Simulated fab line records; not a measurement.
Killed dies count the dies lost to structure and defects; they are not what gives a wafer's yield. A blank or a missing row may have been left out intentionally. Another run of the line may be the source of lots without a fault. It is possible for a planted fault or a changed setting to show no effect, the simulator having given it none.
Chamber matching || flow n5_finfet || 4 sister chambers for N5_BEOL_M0_ALD_136 on ald_metal-01
The step deposits TaN, pulse time 2 s, purge time 3 s, co reactant purge time 2 s. 4 wafers are shown with their chamber, then 6 later ones without.

== EACH WAFER AND ITS CHAMBER ==
{"wafer": "L634.5", "chamber": 0, "heater_power_w (W)": 535}
{"wafer": "L634.6", "chamber": 3, "heater_power_w (W)": 354}
{"wafer": "L637.1", "chamber": 2, "heater_power_w (W)": 330}
{"wafer": "L637.3", "chamber": 1, "heater_power_w (W)": 426}

== WAFERS WITHOUT THEIR CHAMBER ==
{"wafer": "L637.6", "heater_power_w (W)": 370}
{"wafer": "L638.2", "heater_power_w (W)": 432}
{"wafer": "L638.5", "heater_power_w (W)": 528}
{"wafer": "L638.6", "heater_power_w (W)": 363}
{"wafer": "L641.4", "heater_power_w (W)": 430}
{"wafer": "L641.6", "heater_power_w (W)": 437}

== CHAMBER TAKEN BY EACH ==
{"wafer": "L637.6", "from the rows above": 3, "in truth": 3}
{"wafer": "L638.2", "from the rows above": 1, "in truth": 1}
{"wafer": "L638.5", "from the rows above": 0, "in truth": 0}
{"wafer": "L638.6", "from the rows above": 3, "in truth": 3}
{"wafer": "L641.4", "from the rows above": 1, "in truth": 1}
{"wafer": "L641.6", "from the rows above": 1, "in truth": 1}
Correct placement for 6 of the 6. Number that these rows cannot place: 0. Placed wrongly: 0.
How it was worked out, from the rows above alone: a wafer's distance from a chamber is the root of the sum, over the readings, of the square of ((its reading less the chamber's mean) divided by the reading's scatter). If the next closest chamber is less than 2 further off than the closest, the wafer can't be placed; otherwise it belongs to the closest. The mean given for a chamber averages the wafers shown for that chamber. The scatter: with one shown wafer a chamber, the root of the mean of the squares of how far each hidden wafer lies from its nearest shown one.
